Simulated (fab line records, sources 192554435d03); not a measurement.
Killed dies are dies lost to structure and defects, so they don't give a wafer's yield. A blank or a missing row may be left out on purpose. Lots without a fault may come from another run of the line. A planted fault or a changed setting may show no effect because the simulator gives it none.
Which tool did it? | flow n5_finfet | 10 lots, 30 wafers sampled, at 5 steps of a route of 1938

WHAT THE GAUGES READ, wafer by wafer
N5_BEOL_M8_CD_MEAS_11: target cd 38.5 nm.
lot  | measured     | on        | cd_nm (nm)
L350 | day 10 10:59 | cd_sem-03 | 38.0 38.0 38.2
L352 | day 11 06:23 | cd_sem-03 | 39.3 37.9 38.6
L355 | day 12 01:07 | cd_sem-01 | 38.0 38.3 37.8
L359 | day 12 17:28 | cd_sem-02 | 38.0 37.5 38.2
L357 | day 12 22:41 | cd_sem-01 | 37.7 36.8 37.9
L363 | day 14 14:35 | cd_sem-02 | 38.7 38.1 38.6
L362 | day 14 14:46 | cd_sem-01 | 38.7 38.6 38.8
L367 | day 14 16:28 | cd_sem-03 | 38.3 38.8 39.0
L365 | day 14 22:08 | cd_sem-03 | 39.0 39.0 38.7
L366 | day 15 17:51 | cd_sem-03 | 37.8 38.8 38.5

N5_BEOL_M8_CD_MEAS_18: pitch 80 nm, target cd 40 nm.
lot  | measured     | on        | cd_nm (nm)
L350 | day 10 11:41 | cd_sem-03 | 40.4 39.9 40.0
L352 | day 11 07:07 | cd_sem-01 | 41.2 40.5 39.2
L355 | day 12 01:52 | cd_sem-03 | 39.8 39.4 39.5
L359 | day 12 18:01 | cd_sem-01 | 40.2 39.2 39.9
L357 | day 12 23:14 | cd_sem-02 | 38.8 38.2 40.0
L363 | day 14 15:54 | cd_sem-01 | 40.3 40.1 39.9
L362 | day 14 15:46 | cd_sem-03 | 40.8 40.3 40.7
L367 | day 14 17:27 | cd_sem-03 | 40.1 40.4 40.7
L365 | day 14 22:41 | cd_sem-02 | 40.1 40.1 39.9
L366 | day 15 18:23 | cd_sem-03 | 39.6 39.5 39.8

N5_BEOL_M8_INSPECT_30: inspects for defects (brightfield).
lot  | measured     | on                | raw_defect_count
L350 | day 10 14:52 | defect_inspect-02 | 409 235 271
L352 | day 11 08:10 | defect_inspect-01 | 1326 1253 1312
L355 | day 12 03:08 | defect_inspect-02 | 1355 1442 1315
L359 | day 12 18:24 | defect_inspect-02 | 392 365 409
L357 | day 13 00:20 | defect_inspect-02 | 441 387 487
L363 | day 14 16:45 | defect_inspect-02 | 393 364 358
L362 | day 14 16:19 | defect_inspect-02 | 443 406 481
L367 | day 14 17:52 | defect_inspect-01 | 425 336 385
L365 | day 15 01:44 | defect_inspect-02 | 675 646 367
L366 | day 15 19:43 | defect_inspect-02 | 492 559 569

WHICH TOOL RAN EACH LOT (tool, then ch and the chambers of the sampled wafers, then the start)
lot  | N5_BEOL_M8_ETCH_62                 | N5_BEOL_M8_STRIP_67
L350 | rie_diel-03 ch 0,1,3, day 10 11:19 | rie_diel-03 ch 0,1,3, day 10 11:28
L352 | rie_diel-03 ch 1,2,3, day 11 06:44 | rie_diel-03 ch 1,2,3, day 11 06:53
L355 | rie_diel-03 ch 1,3, day 12 01:28   | rie_diel-03 ch 1,3, day 12 01:37
L359 | rie_diel-05 ch 0,1,2, day 12 17:38 | rie_diel-05 ch 0,1,2, day 12 17:47
L357 | rie_diel-01 ch 0,1,2, day 12 22:52 | rie_diel-01 ch 0,1,2, day 12 23:01
L363 | rie_diel-03 ch 0, day 14 15:19     | rie_diel-03 ch 0, day 14 15:32
L362 | rie_diel-05 ch 1,2,3, day 14 15:22 | rie_diel-05 ch 1,2,3, day 14 15:31
L367 | rie_diel-03 ch 0,1, day 14 16:56   | rie_diel-03 ch 0,1, day 14 17:09
L365 | rie_diel-03 ch 0,2, day 14 22:19   | rie_diel-03 ch 0,2, day 14 22:28
L366 | rie_diel-01 ch 0,1, day 15 18:01   | rie_diel-01 ch 0,1, day 15 18:10
- N5_BEOL_M8_ETCH_62: etches SOC in N2/H2, target depth 110 nm, overetch 22 nm, time 165 s.
- N5_BEOL_M8_STRIP_67: strips in CF4.

WHAT THE TOOLS THEMSELVES READ (means of the sampled wafers that have a number; where no wafer has one, the mark that the record gives instead)
N5_BEOL_M8_ETCH_62.
lot  | tool        | drypump_motor_current_A (A) | oes_product_au (a.u.) | rf_vpp_V (V) | showerhead_plenum_p_Torr (Torr) | throttle_valve_pct (%)
L350 | rie_diel-03 | 5.5                         | 0.68                  | 526.2        | 2.63                            | 17.78
L352 | rie_diel-03 | 5.3                         | 0.62                  | 525.6        | 2.61                            | 17.84
L355 | rie_diel-03 | 5.3                         | 0.66                  | 525.5        | 2.58                            | 17.80
L359 | rie_diel-05 | 5.8                         | 0.65                  | 524.2        | 2.57                            | 17.65
L357 | rie_diel-01 | 5.8                         | 0.66                  | 525.6        | 2.62                            | 17.83
L363 | rie_diel-03 | 5.9                         | 0.69                  | 527.0        | 2.67                            | 17.74
L362 | rie_diel-05 | 5.6                         | 0.70                  | 523.8        | 2.53                            | 17.79
L367 | rie_diel-03 | 5.7                         | 0.69                  | 526.4        | 2.63                            | 17.74
L365 | rie_diel-03 | 5.5                         | 0.73                  | 526.8        | 2.63                            | 17.50
L366 | rie_diel-01 | 6.2                         | 0.59                  | 526.1        | 2.61                            | 17.86

N5_BEOL_M8_STRIP_67.
lot  | tool        | drypump_motor_current_A (A) | oes_product_au (a.u.) | rf_vpp_V (V) | showerhead_plenum_p_Torr (Torr) | throttle_valve_pct (%)
L350 | rie_diel-03 | 5.5                         | 0.80                  | 272.1        | 1.85                            | 13.51
L352 | rie_diel-03 | 5.3                         | 0.74                  | 272.1        | 1.83                            | 13.54
L355 | rie_diel-03 | 5.3                         | 0.78                  | 272.1        | 1.82                            | 13.57
L359 | rie_diel-05 | 5.8                         | 0.77                  | 271.9        | 1.82                            | 13.44
L357 | rie_diel-01 | 5.7                         | 0.77                  | 271.8        | 1.83                            | 13.57
L363 | rie_diel-03 | 5.8                         | 0.81                  | 273.0        | 1.88                            | 13.52
L362 | rie_diel-05 | 5.6                         | 0.82                  | 271.1        | 1.79                            | 13.46
L367 | rie_diel-03 | 5.7                         | 0.81                  | 272.9        | 1.86                            | 13.55
L365 | rie_diel-03 | 5.5                         | 0.87                  | 271.9        | 1.84                            | 13.16
L366 | rie_diel-01 | 6.1                         | 0.70                  | 272.3        | 1.83                            | 13.65

THE ANSWER, worked out from the rows above alone
Rule: what is usual is taken from the lots themselves. Put in order of their means at a reading, lots are off if they are a third of the lots or fewer, leave a main group of 4 or more, and stand apart from it by a gap of 3 or more times the standard deviation of the main group's means; of several such gaps the widest counts. A main group whose means are all the same, to the digits that the tables above print for the reading, isn't used. A lot without any number at a reading at which 4 lots or more have one is off too. The other lots that the step has rows for count as sound. The gauges are gone through in route order, then the tools' own readings, and for those a lot's mean is taken as printed above. The first step at which some lot is off is used, and at that step the reading that is off furthest; a lot without a number counts as furthest.
Off: L352, L355, at N5_BEOL_M8_INSPECT_30 (raw_defect_count). The main group: mean 429, standard deviation 81.
A tool fits if, at a process step before that reading, it ran every lot that is off, and no sound lot after the first of them. The gauges at N5_BEOL_M8_INSPECT_30 are tried like those tools. None of those tried fits.

WHAT THE SIMULATOR HAD PUT IN
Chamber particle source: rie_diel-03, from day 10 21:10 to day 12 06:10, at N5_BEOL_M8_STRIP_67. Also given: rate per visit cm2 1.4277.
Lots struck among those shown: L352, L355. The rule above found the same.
